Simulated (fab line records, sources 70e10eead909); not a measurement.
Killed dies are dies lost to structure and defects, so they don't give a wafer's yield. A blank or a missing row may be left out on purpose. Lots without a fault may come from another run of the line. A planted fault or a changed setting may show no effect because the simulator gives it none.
Which tool did it? | flow nand_harc | 12 lots, 36 wafers sampled, at 4 steps of a route of 1159

WHAT THE GAUGES READ, wafer by wafer
NHARC_A_CONTACT_INSPECT_10.
lot  | measured     | on                | raw_defect_count
L075 | day 17 03:21 | defect_inspect-01 | 19 12 18
L076 | day 17 12:31 | defect_inspect-02 | 9 10 7
L080 | day 18 17:05 | defect_inspect-01 | 41 42 35
L082 | day 19 06:17 | defect_inspect-02 | 17 16 16
L084 | day 19 11:21 | defect_inspect-02 | 28 37 39
L086 | day 19 15:11 | defect_inspect-01 | 9 12 11
L085 | day 19 23:36 | defect_inspect-02 | 33 59 51
L089 | day 20 14:41 | defect_inspect-01 | 23 38 31
L091 | day 21 01:40 | defect_inspect-01 | 37 28 28
L093 | day 21 11:37 | defect_inspect-02 | 48 46 40
L094 | day 21 14:53 | defect_inspect-01 | 12 18 18
L097 | day 23 14:43 | defect_inspect-02 | 39 53 44

WHICH TOOL RAN EACH LOT (tool, then ch and the chambers of the sampled wafers, then the start)
lot  | NHARC_A_CONTACT_ETCH_124             | NHARC_A_CONTACT_ETCH_97                       | NHARC_A_CONTACT_ETCH_106
L075 | har_cap_etch-01 ch 0,1, day 16 21:56 | rie_diel-11 ch 0,2,3, day 17 00:35 or earlier | rie_diel-11 ch 2,3, day 17 00:35
L076 | har_cap_etch-02 ch 0,1, day 17 07:04 | rie_diel-11 ch 0,1,3, day 17 09:08            | rie_diel-11 ch 1,3, day 17 09:33
L080 | har_cap_etch-01 ch 0,1, day 18 11:11 | rie_diel-11 ch 0,1,3, day 18 14:19 or earlier | rie_diel-11 ch 0,1,3, day 18 14:19
L082 | har_cap_etch-02 ch 0,1, day 18 21:58 | rie_diel-08 ch 0,1,2, day 19 00:22 or earlier | rie_diel-08 ch 1,3, day 19 00:22
L084 | har_cap_etch-03 ch 0,1, day 19 05:59 | rie_diel-11 ch 1,2, day 19 08:03              | rie_diel-11 ch 2,3, day 19 08:28
L086 | har_cap_etch-01 ch 0,1, day 19 09:07 | rie_diel-11 ch 1,2, day 19 11:11              | rie_diel-13 ch 2,3, day 19 12:04
L085 | har_cap_etch-03 ch 0,1, day 19 18:23 | rie_diel-11 ch 2,3, day 19 20:49 or earlier   | rie_diel-08 ch 0,1,2, day 19 20:49
L089 | har_cap_etch-02 ch 0,1, day 20 09:37 | rie_diel-13 ch 0,1, day 20 12:01 or earlier   | rie_diel-11 ch 1,2,3, day 20 12:01
L091 | har_cap_etch-01 ch 0,1, day 20 15:56 | rie_diel-13 ch 0,2,3, day 20 18:31 or earlier | rie_diel-11 ch 0,1,2, day 20 18:31
L093 | har_cap_etch-01 ch 0,1, day 21 03:35 | rie_diel-11 ch 0,1,3, day 21 05:59 or earlier | rie_diel-13 ch 0,1,2, day 21 05:59
L094 | har_cap_etch-01 ch 0,1, day 21 09:36 | rie_diel-13 ch 1,2,3, day 21 11:40            | rie_diel-08 ch 1,2, day 21 12:02
L097 | har_cap_etch-02 ch 0, day 23 05:33   | rie_diel-11 ch 0,1, day 23 07:58 or earlier   | rie_diel-11 ch 0,1,2, day 23 07:58
- NHARC_A_CONTACT_ETCH_124: etches the open film in C4F8/O2/Ar, time 140 s, target depth 700 nm.
- NHARC_A_CONTACT_ETCH_97: etches the open film in C4F6/O2, target depth 20 nm, time 10 s.
- NHARC_A_CONTACT_ETCH_106: etches the open film in CF4/O2, target depth 60 nm, overetch 6 nm, time 33 s.

THE ANSWER, worked out from the rows above alone
Rule: what is usual is taken from the lots themselves. Put in order of their means at a reading, lots are off if they are a third of the lots or fewer, leave a main group of 4 or more, and stand apart from it by a gap of 3 or more times the standard deviation of the main group's means; of several such gaps the widest counts. A main group whose means are all the same, to the digits that the tables above print for the reading, isn't used. A lot without any number at a reading at which 4 lots or more have one is off too. The other lots that the step has rows for count as sound.
No lot is off at any reading shown: from this, nothing can be told.

WHAT THE SIMULATOR HAD PUT IN
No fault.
